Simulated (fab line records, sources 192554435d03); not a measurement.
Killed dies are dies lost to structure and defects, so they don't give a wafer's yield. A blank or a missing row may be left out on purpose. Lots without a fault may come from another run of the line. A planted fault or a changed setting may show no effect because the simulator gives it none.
A struck lot beside a sound one | flow n5_finfet | 35 steps out of a route of 1938
Sound: wafers L842.1, L842.2, L842.6. Struck: wafers L851.1, L851.4, L851.5. The cause comes at the end.
At each step with rows: each side's tool, then ch and its chambers, then its first start. Under that, the readings that differ: sound wafers | struck wafers | difference of the means | sigmas: that difference in standard deviations of wafers without a fault.
alike: readings whose means differ by less than 2 such deviations, and words and numbers that are the same on both sides. not compared: withheld readings, readings that some wafer has no value for, bounds like >300 that may hide the same value, and numbers for which the record gives no deviation and whose values overlap.
The two part at a step that has a row with sigmas, a row that says differs or no value, or rows on one side only. Numbers that don't overlap but have no deviation are shown without sigmas and don't part them. A reading that every wafer of one side lacks parts them only if that side has two wafers or more.

first, 2 steps without rows for these wafers: N5_BEOL_M3_ETCH_41 (etches SiCN in CH3F/O2, target depth 29.9 nm, time 52.5 s); N5_BEOL_M3_STRIP_97 (strips in N2/H2, time 10 s).
N5_BEOL_M3_OCD_MEAS_38:
  sound on ocd-01, day 7 00:58; struck on ocd-01, day 9 21:29
  alike: trench_depth_nm
then, 4 steps without rows for these wafers: N5_BEOL_M3_HM_STRIP_39 (strips TiN in peroxide tin strip, target depth 25 nm, time 158 s); N5_BEOL_M3_SRD_40 (time 30 s); N5_BEOL_M3_PRECLEAN_42 (cleans in residue remover, time 60 s); N5_BEOL_M3_SRD_43 (time 30 s).
N5_BEOL_M3_CD_MEAS_35: target cd 18 nm, target cd y 21 nm.
  sound on cd_sem-03, day 7 01:07; struck on cd_sem-02, day 9 21:38
  alike: cd_nm
N5_BEOL_M3_DEGAS_44: time 60 s.
  sound on pvd_sputter-01, day 7 01:37; struck on pvd_sputter-01, day 9 22:11
  alike: heater_power_w
then, 2 steps without rows for these wafers: N5_BEOL_M3_PRE_CLEAN_45 (time 30 s); N5_BEOL_M3_ALD_84 (deposits TaN, pulse time 2 s, purge time 3 s, co reactant purge time 2 s).
N5_BEOL_M3_SURFACE_TREAT_85:
  sound on pvd_sputter-03, day 7 02:01; struck on pvd_sputter-01, day 9 22:40
  alike: ar_flow_sccm
  not compared: throttle_valve_pct
N5_BEOL_M3_CVD_47: deposits Co from CCTBA/H2, target thk 3 nm, time 223.8 s.
  sound on cvd_co-01 ch 0,1, day 7 02:07; struck on cvd_co-01 ch 0,1,2, day 9 22:44
  no value came back on the struck wafers for chamber_pressure_Torr (Torr), run_length_s (s); on the sound wafers chamber_pressure_Torr (Torr) reads 29.91 29.93 30.03
then, 9 steps without rows for these wafers: N5_BEOL_M3_SPUTTER_48 (material Cu, target thk 4.5 nm, time 8.29 s); N5_BEOL_M3_ANNEAL_49 (time 240 s); N5_BEOL_M3_SPUTTER_79 (material Cu, target thk 4.5 nm, time 8.29 s); N5_BEOL_M3_ANNEAL_80 (time 240 s); N5_BEOL_M3_SPUTTER_81 (material Cu, target thk 4.5 nm, time 8.29 s); N5_BEOL_M3_ANNEAL_82 (time 240 s); N5_BEOL_M3_SPUTTER_86 (material Cu, target thk 4.5 nm, time 8.29 s); N5_BEOL_M3_ANNEAL_87 (time 240 s); N5_BEOL_M3_SPUTTER_88 (material Cu, target thk 4.5 nm, time 8.29 s).
N5_BEOL_M3_ANNEAL_89: time 240 s.
  sound on pvd_sputter-01, day 7 03:25; struck on pvd_sputter-01, day 9 23:58
  alike: heater_power_w
then, 2 steps without rows for these wafers: N5_BEOL_M3_SPUTTER_90 (material Cu, target thk 4.5 nm, time 8.29 s); N5_BEOL_M3_ANNEAL_91 (time 240 s).
N5_BEOL_M3_SPUTTER_92: material Cu, target thk 4.5 nm, time 8.29 s.
  sound on pvd_sputter-01, day 7 03:46; struck on pvd_sputter-01, day 10 00:19
  alike: chamber_pressure_pa, throttle_valve_pct
then, 2 steps without rows for these wafers: N5_BEOL_M3_ANNEAL_93 (time 240 s); N5_BEOL_M3_SPUTTER_94 (material Cu, target thk 4.5 nm, time 8.29 s).
N5_BEOL_M3_ANNEAL_95: time 240 s.
  sound on pvd_sputter-01, day 7 04:04; struck on pvd_sputter-01, day 10 00:37
  alike: heater_power_w
then, 3 steps without rows for these wafers: N5_BEOL_M3_SPUTTER_96 (material Cu, target thk 4.5 nm, time 8.29 s); N5_BEOL_M3_ECD_50 (material Cu, target thk 300 nm); N5_BEOL_M3_ANNEAL_51 (time 90 s).
N5_BEOL_M3_CMP_52: polishes, stops on SiOC, t overpolish 6.8 s, target thk 40 nm.
  sound on cmp-03 ch 0,1,2, day 7 04:43; struck on cmp-04 ch 0,2,3, day 10 01:41
  reading                                | sound          | struck         | difference | sigmas
  barrier_field_endpoint_s (s)           | 24.5 24.6 24.9 | 20.9 21.0 20.6 | -3.8       | -6
  model.Cu_of_BEOL_M3_ECD_50.thk_nm (nm) | 38.8 40.2 41.4 | 42.8 43.2 43.4 | +3.0       |
  alike: clearing_platen_rpm, motor_current_A, slurry_filter_dp_kPa
  not compared: pad_life_wafers
N5_BEOL_M4_RC_MEAS_101:
  the record has rows for the sound wafers here (prober-02 ch 0, day 7 16:16) and none for the struck ones
-- the record jumps here: 5 days lie between the struck wafers' starts before and after (it left off in module BEOL_M4 and takes up again in module PASSIVATION, whose first step shown is number 1936 of the route) --
N5_PASSIVATION_PROBE_49:
  the record has rows for the struck wafers here (prober-02, day 15 07:34) and none for the sound ones

WHERE THEY PART
First at N5_BEOL_M3_CVD_47; last, within this record, at N5_PASSIVATION_PROBE_49.

WHY: what the simulator had put in
Skipped step whole: cvd_co-01, from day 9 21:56 on, at N5_BEOL_M3_CVD_47. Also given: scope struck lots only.
